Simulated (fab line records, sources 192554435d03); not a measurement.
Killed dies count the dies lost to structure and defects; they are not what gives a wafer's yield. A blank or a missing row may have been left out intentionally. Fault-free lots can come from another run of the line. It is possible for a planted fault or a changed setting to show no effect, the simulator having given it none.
Problem report, 8D (eight disciplines) form, completed by code :: flow n5_finfet :: the parts of the form that need people (team, actions taken, sign-off) are left out

== 1. WHAT WENT WRONG ==
Wafers without a fault read 299.99 C, standard deviation 0.19; susceptor_temp_C at N5_BEOL_M0_SAQP_SPACER1_ALD_98 reads a mean of 304.10 C on 6 wafers belonging to 2 lots. Relative to the usual mean, that is a shift of +22 standard deviations.
The step: deposits SiO2, target thk 12.8 nm, pulse time 1 s, purge time 2 s.
First seen on wafer L729.1, day 9 01:09, on ald_sin-01. At this step, 27 wafers from 10 lots have a number in the record. Rule for "out" (also "out of limits"): further than 4 standard deviations from the usual mean. Any other wafer with a number is counted as sound.

== 2. WHAT IT IS, WHAT IT ISN'T ==
question: which readings at this step
is: susceptor_temp_C
is not: -

question: which lots
is: L729, L731
is not: L715, L717, L720, L722, L723, L725, L726, L727

question: which wafers of those lots
is: all that have a number
is not: -

question: read on which tools
is: ald_sin-01
is not: ald_sin-02, ald_sin-04

question: when
is: from day 9 01:09
is not: up to then (21 sound wafers)

== 3. THE SUSPECTS, EACH WITH WHAT RULES IT OUT ==
Counting: a tool at any process step up to the reading remains a suspect when it ran all the lots that are out and ran no sound lot after the first of those.
- ald_sin-01 at N5_BEOL_M0_SAQP_SPACER1_ALD_98 (deposits SiO2, target thk 12.8 nm, pulse time 1 s, purge time 2 s): kept. It processed each lot that is out, first L729 at day 9 01:09, and no sound lot thereafter; up to then, the last sound lot it processed was L727 at day 8 14:22. Its own susceptor_temp_C readings are out on those wafers.
The count leaves ald_sin-01 at N5_BEOL_M0_SAQP_SPACER1_ALD_98.

== 4. THE CAUSE (what the simulator had put in) ==
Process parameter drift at N5_BEOL_M0_SAQP_SPACER1_ALD_98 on ald_sin-01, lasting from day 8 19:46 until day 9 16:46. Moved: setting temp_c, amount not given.
After counting, this tool was the only one left.

== 5. THE CHAIN OF EFFECTS, in route order ==
Rows list readings where the struck wafers' mean (over those with a number) sits beyond 3 standard deviations from the usual. Only readings whose record carries a usual standard deviation are examined. hours: median over the lots of the time between each lot's start at the first step of this table that gives one and its start at this step. sigmas: the change, counted in usual standard deviations.
hours: 0
step: N5_BEOL_M0_SAQP_SPACER1_ALD_98
reading: susceptor_temp_C
usual: 299.99 C
on struck wafers: 304.10
change: +4.11
sigmas: +22
Process steps it contains:
- N5_BEOL_M0_SAQP_SPACER1_ALD_98: deposits SiO2, target thk 12.8 nm, pulse time 1 s, purge time 2 s.
At these later measuring or inspecting steps, every struck wafer for which the step has a row has a number for every such reading, and none has moved that far: N5_BEOL_M4_RC_MEAS_101.

== 6. WHAT WOULD HAVE CAUGHT IT SOONER ==
First out-of-limits reading in this record: day 9 01:09, which is 5 hours after fault onset at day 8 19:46.
